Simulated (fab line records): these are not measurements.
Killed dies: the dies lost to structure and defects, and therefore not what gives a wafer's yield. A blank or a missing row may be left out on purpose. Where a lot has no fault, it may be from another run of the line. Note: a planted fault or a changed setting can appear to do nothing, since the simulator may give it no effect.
fab line records :: flow nand-harc
[record]
  lots = 6
  wafers = 18
  last-day = 24
route steps=1159 shown P_GATE@171
lots that met no fault: from a run of the same line without faults
start-h: hours from the record's opening day to when the first of the lot's shown wafers began :: wait-h: hours elapsed since this lot's preceding step :: " as in the row above :: L1.1+2: several wafers, shown together as one row :: - either no value or no given start :: * or withheld: withheld :: < > ~ a bound
route shown NAME@n: names a module that has steps shown in the file, with the first one's number in the route :: usual: mean and standard deviation over wafers with no fault :: same: alike in all rows :: chamber/n: place in a boat :: sites: each site's reading :: _std_site: the standard deviation of these :: _edge_site: mean of outer sites minus mean of inner sites :: radius-mm: how far each site lies from the wafer's centre :: mask NAME#n: copy n :: behind: the last tool/chamber to shape the wafer :: hold: why the lot was held/for how many hours/how that ended :: device: whichever transistor did not switch (one of n, p or np) :: end of line: the tests these same wafers got at the end of their route :: where a step has no rows: the recipe by itself :: killed: the dies lost at the first sort to structure and to defects; this is not the yield of the wafer :: map: dies across one wafer; x = killed, . = not, _ = none there
set.NAME: the setting as run; set.NAME@STEP: as run at that earlier step :: model.NAME: the simulator's own value behind a step, which no gauge read
a table for each step, a row for each wafer; lots at some steps of the route
services: when a tool's chamber went out of use (start-h, in hours from the record's first day, below 0 if earlier), for how many hours, and the reason
[[steps]]
[step NHARC_P_GATE_HARDBAKE_47]
[recipe]
  temp-c = 125
  time-s = 80
[step NHARC_P_GATE_DESCUM_48]
[recipe]
  time-s = 3
  o2-flow-sccm = 200
  ar-flow-sccm = 0
  bias-power-w = 0
  chemistry = O2
[usual]
  drypump-motor-current-A = 5.7/0.51
  oes-product-au = 1.000/0.0082
  rf-vpp-V = 57.7/0.91
  showerhead-plenum-p-Torr = 1.91/0.061
  throttle-valve-pct = 11.312/0.0092
lot.wafer: L661.3
tool: rie-diel-01
chamber: 3
start-h: 112.68
wait-h: -
drypump-motor-current-A: 6.2
oes-product-au: 0.999
rf-hours-counter-h: 28
rf-vpp-V: 57.3
showerhead-plenum-p-Torr: 1.87
throttle-valve-pct: 11.313

lot.wafer: L661.4
tool: rie-diel-01
chamber: 0
start-h: 112.68
wait-h: -
drypump-motor-current-A: 5.7
oes-product-au: 0.997
rf-hours-counter-h: 25
rf-vpp-V: 57.9
showerhead-plenum-p-Torr: 1.91
throttle-valve-pct: 11.326

lot.wafer: L661.6
tool: rie-diel-01
chamber: 2
start-h: 112.68
wait-h: -
drypump-motor-current-A: 5.1
oes-product-au: 1.010
rf-hours-counter-h: -
rf-vpp-V: 58.2
showerhead-plenum-p-Torr: 1.87
throttle-valve-pct: 11.306

lot.wafer: L664.4
tool: rie-diel-12
chamber: 1
start-h: 136.84
wait-h: -
drypump-motor-current-A: 5.4
oes-product-au: 1.018
rf-hours-counter-h: 36
rf-vpp-V: 58.3
showerhead-plenum-p-Torr: 1.97
throttle-valve-pct: 11.309

lot.wafer: L664.1
tool: rie-diel-12
chamber: 2
start-h: 136.84
wait-h: -
drypump-motor-current-A: 5.6
oes-product-au: 1.009
rf-hours-counter-h: 33
rf-vpp-V: 56.8
showerhead-plenum-p-Torr: 1.84
throttle-valve-pct: 11.305

lot.wafer: L664.6
tool: rie-diel-12
chamber: 0
start-h: 136.84
wait-h: -
drypump-motor-current-A: 6.7
oes-product-au: 0.998
rf-hours-counter-h: -
rf-vpp-V: 58.8
showerhead-plenum-p-Torr: 1.90
throttle-valve-pct: 11.299

lot.wafer: L665.2
tool: rie-diel-01
chamber: 1
start-h: 147.59
wait-h: -
drypump-motor-current-A: 5.4
oes-product-au: 1.010
rf-hours-counter-h: 0
rf-vpp-V: 59.7
showerhead-plenum-p-Torr: 2.01
throttle-valve-pct: 11.302

lot.wafer: L665.1
tool: rie-diel-01
chamber: 3
start-h: 147.59
wait-h: -
drypump-motor-current-A: 6.2
oes-product-au: 0.993
rf-hours-counter-h: 0
rf-vpp-V: 58.0
showerhead-plenum-p-Torr: 1.87
throttle-valve-pct: 11.323

lot.wafer: L665.3
tool: rie-diel-01
chamber: 0
start-h: 147.59
wait-h: -
drypump-motor-current-A: 5.6
oes-product-au: 0.993
rf-hours-counter-h: 0
rf-vpp-V: 57.7
showerhead-plenum-p-Torr: 1.91
throttle-valve-pct: 11.313

lot.wafer: L666.1
tool: rie-diel-01
chamber: 1
start-h: 153.92
wait-h: -
drypump-motor-current-A: 5.4
oes-product-au: 1.004
rf-hours-counter-h: 1
rf-vpp-V: 58.4
showerhead-plenum-p-Torr: 2.01
throttle-valve-pct: 11.322

lot.wafer: L666.2
tool: rie-diel-01
chamber: 2
start-h: 153.92
wait-h: -
drypump-motor-current-A: 5.1
oes-product-au: 0.993
rf-hours-counter-h: 2
rf-vpp-V: 57.7
showerhead-plenum-p-Torr: 1.86
throttle-valve-pct: 11.311

lot.wafer: L666.4
tool: rie-diel-01
chamber: 0
start-h: 153.92
wait-h: -
drypump-motor-current-A: 5.6
oes-product-au: 0.984
rf-hours-counter-h: 1
rf-vpp-V: 56.9
showerhead-plenum-p-Torr: 1.91
throttle-valve-pct: 11.305

lot.wafer: L675.1
tool: rie-diel-01
chamber: 2
start-h: 210.19
wait-h: -
drypump-motor-current-A: 5.1
oes-product-au: 1.004
rf-hours-counter-h: 16
rf-vpp-V: 56.8
showerhead-plenum-p-Torr: 1.86
throttle-valve-pct: 11.326

lot.wafer: L675.4
tool: rie-diel-01
chamber: 3
start-h: 210.19
wait-h: -
drypump-motor-current-A: 6.2
oes-product-au: 1.005
rf-hours-counter-h: 14
rf-vpp-V: 57.7
showerhead-plenum-p-Torr: 1.86
throttle-valve-pct: 11.320

lot.wafer: L675.5
tool: rie-diel-01
chamber: 2
start-h: 210.19
wait-h: -
drypump-motor-current-A: 5.1
oes-product-au: 1.009
rf-hours-counter-h: -
rf-vpp-V: 57.2
showerhead-plenum-p-Torr: 1.86
throttle-valve-pct: 11.314

lot.wafer: L678.4
tool: rie-diel-01
chamber: 2
start-h: 218.76
wait-h: -
drypump-motor-current-A: 5.1
oes-product-au: 0.999
rf-hours-counter-h: -
rf-vpp-V: 58.7
showerhead-plenum-p-Torr: 1.86
throttle-valve-pct: 11.318

lot.wafer: L678.5
tool: rie-diel-01
chamber: 3
start-h: 218.76
wait-h: -
drypump-motor-current-A: 6.2
oes-product-au: 1.001
rf-hours-counter-h: -
rf-vpp-V: 56.7
showerhead-plenum-p-Torr: 1.86
throttle-valve-pct: 11.306

lot.wafer: L678.6
tool: rie-diel-01
chamber: 0
start-h: 218.76
wait-h: -
drypump-motor-current-A: 5.6
oes-product-au: 0.985
rf-hours-counter-h: -
rf-vpp-V: 58.5
showerhead-plenum-p-Torr: 1.90
throttle-valve-pct: 11.323
[step NHARC_P_GATE_IMPLANT_49]
[recipe]
  energy-kev = 30
  dose-cm2 = 3e+15
  tilt-deg = 7
[step NHARC_P_GATE_STRIP_111]
[recipe]
  power-w = 1500
  temp-c = 110
  time-s = 250
  chemistry = N2/H2
[usual]
  drypump-motor-current-A = 5.8/0.43
  heater-power-w = 88/10
lot.wafer: L661.3
tool: plasma-asher-01
chamber: 1
start-h: 113.14
wait-h: 0.2
drypump-motor-current-A: 6.3
heater-power-w: 103
rf-hours-counter-h: -

lot.wafer: L661.4
tool: plasma-asher-01
chamber: 0
start-h: 113.14
wait-h: 0.2
drypump-motor-current-A: 5.2
heater-power-w: 74
rf-hours-counter-h: -

lot.wafer: L661.6
tool: plasma-asher-01
chamber: 0
start-h: 113.14
wait-h: 0.2
drypump-motor-current-A: 5.2
heater-power-w: 74
rf-hours-counter-h: -

lot.wafer: L664.1
tool: plasma-asher-02
chamber: 1
start-h: 137.25
wait-h: 0.2
drypump-motor-current-A: 5.6
heater-power-w: 94
rf-hours-counter-h: 41

lot.wafer: L664.4
tool: plasma-asher-02
chamber: 0
start-h: 137.25
wait-h: 0.2
drypump-motor-current-A: 6.1
heater-power-w: 82
rf-hours-counter-h: -

lot.wafer: L664.6
tool: plasma-asher-02
chamber: 1
start-h: 137.25
wait-h: 0.2
drypump-motor-current-A: 5.6
heater-power-w: 94
rf-hours-counter-h: -

lot.wafer: L665.1
tool: plasma-asher-02
chamber: 0
start-h: 147.96
wait-h: 0.2
drypump-motor-current-A: 6.1
heater-power-w: 80
rf-hours-counter-h: 45

lot.wafer: L665.2
tool: plasma-asher-02
chamber: 1
start-h: 147.96
wait-h: 0.2
drypump-motor-current-A: 5.6
heater-power-w: 94
rf-hours-counter-h: 45

lot.wafer: L665.3
tool: plasma-asher-02
chamber: 1
start-h: 147.96
wait-h: 0.2
drypump-motor-current-A: 5.6
heater-power-w: 92
rf-hours-counter-h: -

lot.wafer: L666.2
tool: plasma-asher-01
chamber: 0
start-h: 154.30
wait-h: 0.2
drypump-motor-current-A: 5.2
heater-power-w: 76
rf-hours-counter-h: 10

lot.wafer: L666.1
tool: plasma-asher-01
chamber: 1
start-h: 154.30
wait-h: 0.2
drypump-motor-current-A: 6.2
heater-power-w: 101
rf-hours-counter-h: 10

lot.wafer: L666.4
tool: plasma-asher-01
chamber: 1
start-h: 154.30
wait-h: 0.2
drypump-motor-current-A: 6.3
heater-power-w: 103
rf-hours-counter-h: -

lot.wafer: L675.1
tool: plasma-asher-02
chamber: 0
start-h: 210.61
wait-h: 0.2
drypump-motor-current-A: 6.1
heater-power-w: 83
rf-hours-counter-h: 5

lot.wafer: L675.4
tool: plasma-asher-02
chamber: 1
start-h: 210.61
wait-h: 0.2
drypump-motor-current-A: 5.6
heater-power-w: 89
rf-hours-counter-h: -

lot.wafer: L675.5
tool: plasma-asher-02
chamber: 1
start-h: 210.61
wait-h: 0.2
drypump-motor-current-A: 5.6
heater-power-w: 89
rf-hours-counter-h: -

lot.wafer: L678.4
tool: plasma-asher-02
chamber: 1
start-h: 219.21
wait-h: 0.2
drypump-motor-current-A: 5.6
heater-power-w: 91
rf-hours-counter-h: -

lot.wafer: L678.6
tool: plasma-asher-02
chamber: 1
start-h: 219.21
wait-h: 0.2
drypump-motor-current-A: 5.6
heater-power-w: 87
rf-hours-counter-h: -

lot.wafer: L678.5
tool: plasma-asher-02
chamber: 0
start-h: 219.21
wait-h: 0.2
drypump-motor-current-A: 6.1
heater-power-w: 83
rf-hours-counter-h: -
[step NHARC_P_GATE_STRIP_75]
[recipe]
  power-w = 1500
  temp-c = 250
  chemistry = O2
[usual]
  drypump-motor-current-A = 5.8/0.42
  heater-power-w = 328/38
lot.wafer: L661.3
tool: plasma-asher-01
chamber: 1
start-h: 113.36
wait-h: 0.2
drypump-motor-current-A: 6.2
heater-power-w: 375
rf-hours-counter-h: -

lot.wafer: L661.4
tool: plasma-asher-01
chamber: 0
start-h: 113.36
wait-h: 0.2
drypump-motor-current-A: 5.2
heater-power-w: 283
rf-hours-counter-h: -

lot.wafer: L661.6
tool: plasma-asher-01
chamber: 0
start-h: 113.36
wait-h: 0.2
drypump-motor-current-A: 5.2
heater-power-w: 284
rf-hours-counter-h: -

lot.wafer: L664.1
tool: plasma-asher-02
chamber: 1
start-h: 137.51
wait-h: 0.2
drypump-motor-current-A: 5.6
heater-power-w: 348
rf-hours-counter-h: 42

lot.wafer: L664.4
tool: plasma-asher-02
chamber: 0
start-h: 137.51
wait-h: 0.2
drypump-motor-current-A: 6.1
heater-power-w: 309
rf-hours-counter-h: -

lot.wafer: L664.6
tool: plasma-asher-02
chamber: 1
start-h: 137.51
wait-h: 0.2
drypump-motor-current-A: 5.6
heater-power-w: 342
rf-hours-counter-h: -

lot.wafer: L665.1
tool: plasma-asher-02
chamber: 0
start-h: 148.26
wait-h: 0.3
drypump-motor-current-A: 6.1
heater-power-w: 306
rf-hours-counter-h: 45

lot.wafer: L665.2
tool: plasma-asher-02
chamber: 1
start-h: 148.26
wait-h: 0.3
drypump-motor-current-A: 5.6
heater-power-w: 354
rf-hours-counter-h: 45

lot.wafer: L665.3
tool: plasma-asher-02
chamber: 1
start-h: 148.26
wait-h: 0.3
drypump-motor-current-A: 5.6
heater-power-w: 344
rf-hours-counter-h: -

lot.wafer: L666.2
tool: plasma-asher-01
chamber: 0
start-h: 154.60
wait-h: 0.2
drypump-motor-current-A: 5.2
heater-power-w: 288
rf-hours-counter-h: 10

lot.wafer: L666.1
tool: plasma-asher-01
chamber: 1
start-h: 154.60
wait-h: 0.2
drypump-motor-current-A: 6.2
heater-power-w: 387
rf-hours-counter-h: 10

lot.wafer: L666.4
tool: plasma-asher-01
chamber: 1
start-h: 154.60
wait-h: 0.2
drypump-motor-current-A: 6.2
heater-power-w: 383
rf-hours-counter-h: -

lot.wafer: L675.1
tool: plasma-asher-02
chamber: 0
start-h: 210.87
wait-h: 0.2
drypump-motor-current-A: 6.1
heater-power-w: 309
rf-hours-counter-h: 5

lot.wafer: L675.4
tool: plasma-asher-02
chamber: 1
start-h: 210.87
wait-h: 0.2
drypump-motor-current-A: 5.6
heater-power-w: 332
rf-hours-counter-h: -

lot.wafer: L675.5
tool: plasma-asher-02
chamber: 1
start-h: 210.87
wait-h: 0.2
drypump-motor-current-A: 5.6
heater-power-w: 342
rf-hours-counter-h: -

lot.wafer: L678.4
tool: plasma-asher-02
chamber: 1
start-h: 219.43
wait-h: 0.2
drypump-motor-current-A: 5.6
heater-power-w: 337
rf-hours-counter-h: -

lot.wafer: L678.6
tool: plasma-asher-02
chamber: 1
start-h: 219.43
wait-h: 0.2
drypump-motor-current-A: 5.6
heater-power-w: 331
rf-hours-counter-h: -

lot.wafer: L678.5
tool: plasma-asher-02
chamber: 0
start-h: 219.43
wait-h: 0.2
drypump-motor-current-A: 6.1
heater-power-w: 302
rf-hours-counter-h: -
[step NHARC_P_GATE_STRIP_50]
[recipe]
  time-s = 900
  temp-c = 130
  chemistry = SPM
[step NHARC_P_GATE_DEHYDRATE_51]
[recipe]
  temp-c = 150
  time-s = 120
[step NHARC_P_GATE_HMDS_52]
[recipe]
  time-s = 30
[step NHARC_P_GATE_COAT_53]
[recipe]
  spin-rpm = 3000
[step NHARC_P_GATE_SOFTBAKE_54]
[recipe]
  temp-c = 122
  time-s = 95
[step NHARC_P_GATE_EBR_55]
[step NHARC_P_GATE_EXPOSE_56]
[recipe]
  na = 0.6
  target-cd-nm = 720
  dose-mj = 14.81
  mask-id = P_PSD
[step NHARC_P_GATE_PEB_57]
[recipe]
  peb-temp-c = 118
  peb-time-s = 85
[usual]
  chill-plate-temp-C = 23.00/0.093
  exhaust-pa = 44.9/0.82
lot.wafer: L661.3
tool: litho-track-03
chamber: 0
start-h: 114.19
wait-h: 0.1
chill-plate-temp-C: 22.98
exhaust-pa: 44.5

lot.wafer: L661.4
tool: litho-track-03
chamber: 0
start-h: 114.19
wait-h: 0.1
chill-plate-temp-C: 22.94
exhaust-pa: 44.6

lot.wafer: L661.6
tool: litho-track-03
chamber: 0
start-h: 114.19
wait-h: 0.1
chill-plate-temp-C: 22.97
exhaust-pa: 46.0

lot.wafer: L664.1
tool: litho-track-05
chamber: 0
start-h: 138.34
wait-h: 0.1
chill-plate-temp-C: 23.03
exhaust-pa: 45.1

lot.wafer: L664.4
tool: litho-track-05
chamber: 0
start-h: 138.34
wait-h: 0.1
chill-plate-temp-C: 23.07
exhaust-pa: 45.1

lot.wafer: L664.6
tool: litho-track-05
chamber: 0
start-h: 138.34
wait-h: 0.1
chill-plate-temp-C: 23.03
exhaust-pa: 44.1

lot.wafer: L665.1
tool: litho-track-07
chamber: -
start-h: 148.97
wait-h: 0.1
chill-plate-temp-C: -
exhaust-pa: -

lot.wafer: L665.2
tool: litho-track-07
chamber: -
start-h: 148.97
wait-h: 0.1
chill-plate-temp-C: -
exhaust-pa: -

lot.wafer: L665.3
tool: litho-track-07
chamber: -
start-h: 148.97
wait-h: 0.1
chill-plate-temp-C: -
exhaust-pa: -

lot.wafer: L666.1
tool: litho-track-03
chamber: -
start-h: 155.36
wait-h: 0.1
chill-plate-temp-C: -
exhaust-pa: -

lot.wafer: L666.2
tool: litho-track-03
chamber: -
start-h: 155.36
wait-h: 0.1
chill-plate-temp-C: -
exhaust-pa: -

lot.wafer: L666.4
tool: litho-track-03
chamber: -
start-h: 155.36
wait-h: 0.1
chill-plate-temp-C: -
exhaust-pa: -

lot.wafer: L675.1
tool: litho-track-05
chamber: 0
start-h: 211.69
wait-h: 0.1
chill-plate-temp-C: 22.99
exhaust-pa: 44.4

lot.wafer: L675.4
tool: litho-track-05
chamber: 0
start-h: 211.69
wait-h: 0.1
chill-plate-temp-C: 23.01
exhaust-pa: 43.8

lot.wafer: L675.5
tool: litho-track-05
chamber: 0
start-h: 211.69
wait-h: 0.1
chill-plate-temp-C: 22.90
exhaust-pa: 43.7

lot.wafer: L678.4
tool: litho-track-07
chamber: 0
start-h: 220.25
wait-h: 0.0
chill-plate-temp-C: 22.84
exhaust-pa: 44.4

lot.wafer: L678.5
tool: litho-track-07
chamber: 0
start-h: 220.25
wait-h: 0.0
chill-plate-temp-C: 22.92
exhaust-pa: 45.9

lot.wafer: L678.6
tool: litho-track-07
chamber: 0
start-h: 220.25
wait-h: 0.0
chill-plate-temp-C: 23.08
exhaust-pa: 45.3
[step NHARC_P_GATE_DEVELOP_58]
[recipe]
  time-s = 70
[[services]]
tool: rie-diel-01
chamber: 0
start-h: 92.58
hours: -
kind: clean

tool: rie-diel-01
chamber: 1
start-h: 92.58
hours: -
kind: clean

tool: rie-diel-01
chamber: 2
start-h: 92.58
hours: -
kind: clean

tool: rie-diel-01
chamber: 3
start-h: 92.58
hours: -
kind: clean

tool: rie-diel-12
chamber: 3
start-h: 99.58
hours: 4.0
kind: repair

tool: plasma-asher-01
chamber: -
start-h: 100.99
hours: 9.0
kind: pm

tool: rie-diel-01
chamber: 0
start-h: 117.08
hours: -
kind: clean

tool: rie-diel-01
chamber: 1
start-h: 117.08
hours: -
kind: clean

tool: rie-diel-01
chamber: 2
start-h: 117.08
hours: -
kind: clean

tool: rie-diel-01
chamber: 3
start-h: 117.08
hours: -
kind: clean

tool: rie-diel-01
chamber: -
start-h: 137.80
hours: 9.0
kind: pm

tool: plasma-asher-02
chamber: -
start-h: 172.30
hours: 1.2
kind: repair

tool: plasma-asher-02
chamber: -
start-h: 183.00
hours: 9.0
kind: pm

tool: plasma-asher-02
chamber: 0
start-h: 183.00
hours: 9.0
kind: vent-cycle

tool: plasma-asher-02
chamber: 1
start-h: 183.00
hours: 9.0
kind: vent-cycle

tool: litho-track-07
chamber: -
start-h: 189.00
hours: 7.0
kind: pm

tool: plasma-asher-02
chamber: 0
start-h: 192.00
hours: -
kind: clean

tool: plasma-asher-02
chamber: 1
start-h: 192.00
hours: -
kind: clean

tool: rie-diel-12
chamber: 3
start-h: 192.43
hours: 5.1
kind: repair

tool: rie-diel-12
chamber: -
start-h: 202.62
hours: 9.0
kind: pm

tool: rie-diel-01
chamber: 3
start-h: 204.20
hours: 3.6
kind: repair

tool: rie-diel-12
chamber: -
start-h: 212.33
hours: 1.2
kind: repair

tool: litho-track-03
chamber: -
start-h: 213.00
hours: 7.0
kind: pm

tool: rie-diel-01
chamber: 1
start-h: 216.27
hours: 6.4
kind: repair
[[key]]
[first-sign]
  step = NHARC_P_GATE_PEB_57
  reading = tool-record
  direction = missing
effect none on later readings
met-at NHARC_P_GATE_PEB_57
struck-wafers L665.1,L665.2,L665.3,L666.1,L666.2,L666.4
later-rows-left-out L665.1,L665.2,L665.3,L666.1,L666.2,L666.4
sort-left-out L665.1,L665.2,L665.3,L666.1,L666.2,L666.4
tester-left-out L665,L666
onset-between 114.19 148.97
[fault]
  kind = skipped-step-whole
  tool = litho-track-03,litho-track-07
  chamber = -
  onset-h = 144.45
  steps = NHARC_P_GATE_PEB_57
  scope = struck-lots-only
// tester-left-out: of these lots the tester's yield and bins aren't shown, on N5 and GAA mostly nor the transistor test; their killed dies are dies lost to structure and defects alone, not to doping, threshold or leakage, so they don't give the yield
// sort-left-out: the simulated sort isn't trusted on such a fault, so these wafers' sort isn't shown, and their yield isn't known
// later-rows-left-out: the simulator's readings of these wafers behind a module that went badly wrong aren't trusted and aren't shown, but for the sort
